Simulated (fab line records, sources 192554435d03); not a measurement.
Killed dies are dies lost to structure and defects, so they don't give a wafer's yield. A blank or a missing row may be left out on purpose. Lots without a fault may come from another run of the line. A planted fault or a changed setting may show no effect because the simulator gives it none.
Chamber matching | flow n5_finfet | N5_BEOL_M14_STRIP_37 on rie_diel-01: 4 sister chambers
The step strips in O2. 20 wafers are shown with their chamber, then 10 later ones without.

WAFERS WITH THEIR CHAMBER
wafer  | chamber | drypump_motor_current_A (A) | throttle_valve_pct (%) | oes_product_au (a.u.)
L075.1 | 1       | 6.7                         | 16.67                  | 0.89
L075.5 | 2       | 5.2                         | 16.20                  | 0.91
L075.6 | 1       | 6.7                         | 16.68                  | 0.89
L078.3 | 3       | 6.1                         | 16.78                  | 0.87
L078.5 | 0       | 6.0                         | 16.63                  | 0.75
L078.6 | 3       | 6.1                         | 16.76                  | 0.85
L082.1 | 0       | 6.0                         | 16.61                  | 0.72
L082.2 | 2       | 5.1                         | 16.24                  | 0.87
L082.5 | 3       | 6.1                         | 16.76                  | 0.85
L085.2 | 1       | 6.7                         | 16.76                  | 0.86
L085.3 | 3       | 6.1                         | 16.80                  | 0.84
L085.5 | 2       | 5.1                         | 16.26                  | 0.87
L089.1 | 2       | 5.1                         | 16.27                  | 0.88
L089.2 | 0       | 6.0                         | 16.63                  | 0.72
L089.5 | 1       | 6.7                         | 16.71                  | 0.85
L090.1 | 2       | 5.1                         | 16.31                  | 0.85
L090.3 | 0       | 6.0                         | 16.68                  | 0.73
L090.4 | 3       | 6.1                         | 16.81                  | 0.83
L088.1 | 2       | 5.1                         | 16.29                  | 0.85
L088.3 | 0       | 6.0                         | 16.67                  | 0.71

SIGNATURES (means of the wafers above)
reading                 | chamber 0 | chamber 1 | chamber 2 | chamber 3 | scatter within a chamber
drypump_motor_current_A | 6.000     | 6.700     | 5.117     | 6.100     | 0.0228
throttle_valve_pct      | 16.6440   | 16.7050   | 16.2617   | 16.7820   | 0.0335
oes_product_au          | 0.7260    | 0.8725    | 0.8717    | 0.8480    | 0.0186
Rule: a wafer's distance from a chamber is the root of the sum, over the readings, of the square of ((its reading less the chamber's mean) divided by the reading's scatter). The wafer belongs to the nearest chamber; if the next one is less than 2 further off, it can't be placed. The scatter: the root of (the sum of the squares of (reading less its chamber's mean) over the shown wafers, divided by (wafers less chambers)).

WAFERS WITHOUT THEIR CHAMBER
wafer  | drypump_motor_current_A (A) | throttle_valve_pct (%) | oes_product_au (a.u.)
L088.5 | 6.7                         | 16.78                  | 0.83
L092.1 | 6.7                         | 16.75                  | 0.84
L092.2 | 6.1                         | 16.85                  | 0.81
L092.3 | 6.0                         | 16.68                  | 0.71
L093.1 | 6.0                         | 16.84                  | 0.81
L093.4 | 6.0                         | 16.67                  | 0.71
L093.5 | 5.2                         | 16.29                  | 0.85
L096.2 | 5.1                         | 16.29                  | 0.84
L096.3 | 6.7                         | 16.80                  | 0.82
L096.6 | 6.0                         | 16.71                  | 0.72

WHICH CHAMBER EACH WENT THROUGH
wafer  | from the rows above | in truth
L088.5 | 1                   | 1
L092.1 | 1                   | 1
L092.2 | 3                   | 3
L092.3 | 0                   | 0
L093.1 | 3                   | 3
L093.4 | 0                   | 0
L093.5 | 2                   | 2
L096.2 | 2                   | 2
L096.3 | 1                   | 1
L096.6 | 0                   | 0
Placed correctly: 10 of 10. Can't be placed from these rows: 0. Placed wrongly: 0.
